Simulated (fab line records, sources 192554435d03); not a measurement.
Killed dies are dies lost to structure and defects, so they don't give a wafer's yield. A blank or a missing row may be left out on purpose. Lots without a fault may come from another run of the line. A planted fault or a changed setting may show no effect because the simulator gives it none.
Split-lot experiment | flow n5_finfet | 7 lots, 39 wafers read, on a route of 1938 steps

THE SPLIT
At N5_FIN_SAQP_HM_DEP_72 (deposits SiO2 from SiH4/N2O, target thk 12 nm, time 7.2 s), the setting target_thk_a was moved away from the recipe's 120 angstrom on 15 of the 39 wafers read, by -56.3% to +28.6%. The other wafers ran this setting at the recipe's value.

FROM THE SPLIT TO THE READING: what the file shows between them, 4 steps
- N5_FIN_SAQP_COAT_49: time 60 s, resist thk 100 nm
- N5_FIN_SAQP_COAT_50: time 60 s, resist thk 35 nm
- N5_FIN_SAQP_ETCH_52: etches SOC in N2/H2, target depth 100 nm, overetch 20 nm, time 150 s
- N5_FIN_SAQP_STRIP_53: strips in N2/H2

THE READING
etch.depth_nm (the simulator's own value, which no gauge read), in nm, at N5_FIN_SAQP_HM_OPEN_73 (chemistry CHF3/O2, target SiO2, stops on a-Si, target depth 12 nm, time 16.8 s). The file gives no usual value for it. The 24 wafers here that ran the recipe average 11.940 nm, standard deviation 0.16 nm.

wafer  | tool, chamber at the split | target_thk_a as run, angstrom | against the recipe | etch.depth_nm, nm | against lot-mates on the recipe
L076.1 | pecvd-02, 1                | 120                           | recipe             | 11.93             | -
L076.2 | pecvd-02, 0                | 66.21                         | -44.8%             | 6.803             | -5.294
L076.3 | pecvd-02, 1                | 66.21                         | -44.8%             | 6.81              | -5.287
L076.4 | pecvd-02, 0                | 66.21                         | -44.8%             | 6.846             | -5.251
L076.5 | pecvd-02, 0                | 120                           | recipe             | 12.3              | -
L076.6 | pecvd-02, 1                | 120                           | recipe             | 12.06             | -
L082.1 | pecvd-03, 2                | 120                           | recipe             | 12.09             | -
L082.2 | pecvd-03, 0                | 120                           | recipe             | 11.78             | -
L082.3 | pecvd-03, 1                | 154.3                         | +28.6%             | 15.23             | +3.307
L082.4 | pecvd-03, 0                | 154.3                         | +28.6%             | 15.36             | +3.437
L082.5 | pecvd-03, 2                | 154.3                         | +28.6%             | 15.43             | +3.507
L082.6 | pecvd-03, 1                | 120                           | recipe             | 11.9              | -
L086.1 | pecvd-03, 2                | 52.4                          | -56.3%             | 5.218             | -6.729
L086.2 | pecvd-03, 1                | 52.4                          | -56.3%             | 5.116             | -6.831
L086.3 | pecvd-03, 0                | 120                           | recipe             | 11.83             | -
L086.4 | pecvd-03, 1                | 52.4                          | -56.3%             | 5.052             | -6.895
L086.5 | pecvd-03, 0                | 120                           | recipe             | 12.04             | -
L086.6 | pecvd-03, 2                | 120                           | recipe             | 11.97             | -
L088.1 | pecvd-03, 0                | 120                           | recipe             | 11.8              | -
L088.2 | pecvd-03, 2                | 77.69                         | -35.3%             | 7.61              | -4.230
L088.3 | pecvd-03, 1                | 120                           | recipe             | 11.83             | -
L088.4 | pecvd-03, 1                | 77.69                         | -35.3%             | 7.92              | -3.920
L088.5 | pecvd-03, 0                | 120                           | recipe             | 11.89             | -
L088.6 | pecvd-03, 2                | 77.69                         | -35.3%             | 7.834             | -4.006
L089.1 | pecvd-03, 1                | 120                           | recipe             | 11.77             | -
L089.2 | pecvd-03, 2                | 120                           | recipe             | 11.76             | -
L089.3 | pecvd-03, 0                | 120                           | recipe             | 11.78             | -
L089.4 | pecvd-03, 2                | 120                           | recipe             | 11.98             | -
L089.5 | pecvd-03, 1                | 120                           | recipe             | 11.92             | -
L089.6 | pecvd-03, 0                | 120                           | recipe             | 11.99             | -
L091.1 | pecvd-03, 1                | 120                           | recipe             | 11.63             | -
L091.2 | pecvd-03, 2                | 98.75                         | -17.7%             | 9.743             | -2.070
L091.3 | pecvd-03, 0                | 98.75                         | -17.7%             | 9.625             | -2.188
L091.4 | pecvd-03, 2                | 98.75                         | -17.7%             | 9.66              | -2.153
L091.5 | pecvd-03, 0                | 120                           | recipe             | 11.86             | -
L091.6 | pecvd-03, 1                | 120                           | recipe             | 11.95             | -
L095.4 | pecvd-03, 0                | 120                           | recipe             | 12.18             | -
L095.5 | pecvd-03, 1                | 120                           | recipe             | 12.08             | -
L095.6 | pecvd-03, 2                | 120                           | recipe             | 12.25             | -

THE FIT
A straight line over all 39 wafers: etch.depth_nm changes by +0.119 nm for each +1% of target_thk_a; r = +1.00; the points scatter about the line by 0.16 nm.
The same after taking each lot's own level away (the mean of its wafers on the recipe; 39 wafers): +0.119 nm for each +1%; r = +1.00; scatter 0.11 nm.
On that fit, the largest move of target_thk_a shifts the reading by 6.7 nm.
The lots' own levels span 11.8133 to 12.1700 nm, that is 2.2 times the standard deviation above.
So the lot-to-lot level changes the slope little: the two slopes agree.
Check: with one of the wafers moved furthest among these (-56.3%) left out of the fit, the line predicts -6.7 nm for it against its lot-mates. It came out at -6.73 nm against them.

OTHER SPLITS ON THESE WAFERS
These wafers also went through other splits before the reading. Each is held against what the fit with the lots' levels taken away leaves over:
other split on the same wafers           | wafers away from the commonest value | r with etch.depth_nm (lot level and that fit taken away)
N5_PMOS_HMC_CHANNEL_EPI_HM_DEP_34 time_s | 12                                   | -0.04

THE WHOLE CHAIN: every reading that the file lists as answering this split, in the file's order
step                   | what it does                                                                   | reading                                                                            | change (the file's fit)               | r (the file's)
N5_FIN_SAQP_HM_DEP_72  | deposits SiO2 from SiH4/N2O, target thk 12 nm, time 7.2 s                      | SiO2_of_FIN_SAQP_HM_DEP_72.thk_nm (the simulator's own value, which no gauge read) | +0.119 nm for each +1% of the setting | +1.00
N5_FIN_SAQP_HM_OPEN_73 | chemistry CHF3/O2, target SiO2, stops on a-Si, target depth 12 nm, time 16.8 s | etch.depth_nm (the simulator's own value, which no gauge read)                     | +0.119 nm for each +1% of the setting | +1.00

THE FILE'S OWN FIT
etch.depth_nm changes by +0.119 nm for each +1% of target_thk_a, r = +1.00.
